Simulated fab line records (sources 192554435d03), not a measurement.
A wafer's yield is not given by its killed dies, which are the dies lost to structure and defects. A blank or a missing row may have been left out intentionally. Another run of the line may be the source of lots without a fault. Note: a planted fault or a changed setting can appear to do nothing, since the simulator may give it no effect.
The tool behind it: which one?	flow n5 finfet	Sampling: 7 lots, 21 wafers, 5 of 1938 route steps

WHAT THE GAUGES SHOWED, per wafer
N5_BEOL_M5_OCD_MEAS_38.
lot	measured	on	trench depth nm (nm)
L998	day 8 10:35	ocd-02	68.9 70.6 69.1
L103	day 9 15:18	ocd-02	75.5 71.7 71.6
L105	day 10 05:02	ocd-01	- - -
L110	day 11 16:31	ocd-01	71.9 72.6 72.2
L112	day 11 23:08	ocd-01	72.0 71.6 71.3
L115	day 12 18:13	ocd-01	70.5 71.3 70.1
L119	day 13 18:41	ocd-01	70.8 68.1 70.8

WHAT TOOL EACH LOT RAN ON (gives the tool, then ch and the chambers of the sampled wafers, and finally the start)
lot	N5_BEOL_M4_SPUTTER_90	N5_BEOL_M4_SPUTTER_92	N5_BEOL_M4_ANNEAL_51	N5_BEOL_M5_ILD_DEP_00
L998	pvd sputter-02, day 8 03:25	pvd sputter-02, day 8 03:38	rtp anneal-02 ch 0, day 8 04:19	pecvd-01 ch 0,1,2, day 8 06:13
L103	pvd sputter-02, day 9 08:49	pvd sputter-02, day 9 09:02	rtp anneal-01 ch 0, day 9 09:43	pecvd-02 ch 0,1,2, day 9 11:44
L105	pvd sputter-03, day 9 22:19	pvd sputter-03, day 9 22:32	rtp anneal-01 ch 0, day 9 23:10	pecvd-02 ch 0,1, day 10 01:04
L110	pvd sputter-01, day 11 09:32	pvd sputter-01, day 11 09:46	rtp anneal-02 ch 0, day 11 10:24	pecvd-01 ch 0,1, day 11 12:22
L112	pvd sputter-02, day 11 17:07	pvd sputter-02, day 11 17:20	rtp anneal-01 ch 0, day 11 18:06	pecvd-01 ch 0,1,2, day 11 19:52
L115	pvd sputter-03, day 12 12:23	pvd sputter-03, day 12 12:36	rtp anneal-02 ch 0, day 12 13:14	pecvd-02 ch 0,1,2, day 12 15:06
L119	pvd sputter-01, day 13 10:57	pvd sputter-01, day 13 11:10	rtp anneal-02 ch 0, day 13 11:52	pecvd-02 ch 0,1, day 13 13:43
- N5_BEOL_M4_SPUTTER_90: material Cu, target thk 4.5 nm, time 8.29 s.
- N5_BEOL_M4_SPUTTER_92: material Cu, target thk 4.5 nm, time 8.29 s.
- N5_BEOL_M4_ANNEAL_51: time 90 s.
- N5_BEOL_M5_ILD_DEP_00: deposits SiCOH lowk from DEMS/porogen, target thk 140.64 nm, time 25.9 s.

THE ANSWER, worked out from the rows above alone
Rule: what is usual is taken from the lots themselves. Put in order of their means at a reading, lots are off if they are a third of the lots or fewer, leave a main group of 4 or more, and stand apart from it by a gap of 3 or more times the standard deviation of the main group's means; of several such gaps the widest counts. Not used: any main group whose means are identical at the precision the tables above print for the reading. A lot without any number at a reading at which 4 lots or more have one is off too. Any other lot the step has rows for is counted as sound.
Off: L105 (N5_BEOL_M5_OCD_MEAS_38, trench depth nm). Without a number there: L105. Mean 71.1 nm and standard deviation 1.2 in the main group.
If a tool, at a process step before that reading, ran all the lots that are off and no sound lot after the first of them, it fits. Those tools and the gauges at N5_BEOL_M5_OCD_MEAS_38 are tried in the same way. Of those tried, none fits.

WHAT HAD BEEN PUT IN BY THE SIMULATOR
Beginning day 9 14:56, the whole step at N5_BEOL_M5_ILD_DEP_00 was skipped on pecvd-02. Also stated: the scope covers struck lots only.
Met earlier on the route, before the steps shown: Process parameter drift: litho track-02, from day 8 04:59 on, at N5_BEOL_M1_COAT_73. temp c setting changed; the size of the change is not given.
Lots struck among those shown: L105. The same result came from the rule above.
